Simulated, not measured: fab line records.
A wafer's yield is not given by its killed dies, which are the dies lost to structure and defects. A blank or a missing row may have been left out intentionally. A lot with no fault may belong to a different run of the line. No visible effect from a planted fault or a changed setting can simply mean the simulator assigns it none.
Code-filled problem report in 8D (eight disciplines) form    flow n5-finfet    the parts of the form that need people (team, actions taken, sign-off) are left out

== 1. PROBLEM STATEMENT ==
killed-at-contacts at N5_PASSIVATION_PROBE_49 reads a mean of 123 on 3 wafers of 2 lots; wafers without a fault read 12 with a standard deviation of 5.1. Relative to the usual mean, that is a shift of +22 standard deviations.
First seen on wafer L369.4, day 16 03:18, on prober-01. Wafers with a number at this step in the record: 27, from 9 lots. Rule for "out", or "out of limits": more than 4 standard deviations from the usual mean. The other wafers with a number count as sound.

== 2. WHAT IT IS AND WHAT IT IS NOT ==
question                     is                                                                                  is not
which readings at this step  killed-at-contacts, defect-limited-yield, killed-dies, sort-n-pass, sort-yield-pct  killed_at_M4_up, killed-at-other, killed-open, killed-short, sort_bin_6_memory
which lots                   L369, L370                                                                          L360, L361, L362, L363, L365, L366, L367
which wafers of those lots   L369.4, L369.6, L370.2                                                              L369.5, L370.1, L370.4
read on which tools          prober-01, prober-02                                                                -
when                         from day 16 03:18                                                                   up to then (21 sound wafers); but 3 sound wafers of L369, L370 came after

== 3. THE SUSPECTS, EACH WITH WHAT RULES IT OUT ==
Counting: any tool at a process step up to the reading remains a suspect provided it ran every lot that is out. Sound lots after the first of them don't rule it out here, since some wafers of a struck lot are sound.
- plasma-asher-01 at N5_MOL_CONTACT_COAG_STRIP_49 (strips in N2/H2, time 30 s): kept. It ran every lot that is out, first L369 (day 7 11:36); its last sound lot up to then is L367 (day 7 05:13).
- The sound lot-mates ran in chamber 1 of plasma-asher-01 at N5_MOL_CONTACT_COAG_STRIP_49, but the wafers that are out ran in chamber 0.
After counting, what remains is plasma-asher-01 at N5_MOL_CONTACT_COAG_STRIP_49.

== 4. THE CAUSE (what the simulator had put in) ==
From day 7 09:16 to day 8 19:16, plasma-asher-01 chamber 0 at N5_MOL_CONTACT_COAG_STRIP_49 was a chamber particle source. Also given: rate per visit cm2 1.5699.
The count eliminated every tool but this one.

== 5. SEQUENCE OF EFFECTS, ordered by route ==
Each row: a reading where the mean over the struck wafers with a number is more than 3 standard deviations away from the usual. Only readings whose record carries a usual standard deviation are examined. hours: median over the lots of the time between each lot's start at the first step of this table that gives one and its start at this step. sigmas: the change, counted in usual standard deviations.
hours  step                     reading               usual   on struck wafers  change  sigmas
0      N5_PASSIVATION_PROBE_49  defect-limited-yield  91.1 %  82.5              -8.6    -6.1
0      N5_PASSIVATION_PROBE_49  killed-at-contacts    12      123               +111    +22
0      N5_PASSIVATION_PROBE_49  killed-dies           105     206               +101    +5.9
0      N5_PASSIVATION_PROBE_49  killed-on-rim         13      27                +14     +3.8
0      N5_PASSIVATION_PROBE_49  sort_bin_5_function   5.3 %   10.2              +4.9    +5.0
0      N5_PASSIVATION_PROBE_49  sort-n-pass           1075    974               -101    -5.9
0      N5_PASSIVATION_PROBE_49  sort-yield-pct        91.1 %  82.5              -8.6    -6.1
It contains these process steps:
- N5_PASSIVATION_PROBE_49

== 6. WHAT WOULD HAVE CAUGHT IT SOONER ==
In this record the first reading out of limits was taken at day 16 03:18, 210 hours after the fault began at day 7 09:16.
No tool reading at N5_MOL_CONTACT_COAG_STRIP_49 that has a usual standard deviation in the record was out on any struck wafer, so an alarm limit of 4 standard deviations on those readings would not have fired.
Each of the lots that are out, 2 in all, had begun N5_MOL_CONTACT_COAG_STRIP_49 on plasma-asher-01 no later than day 16 03:18. Tool hold at that time: it would have spared none of them.
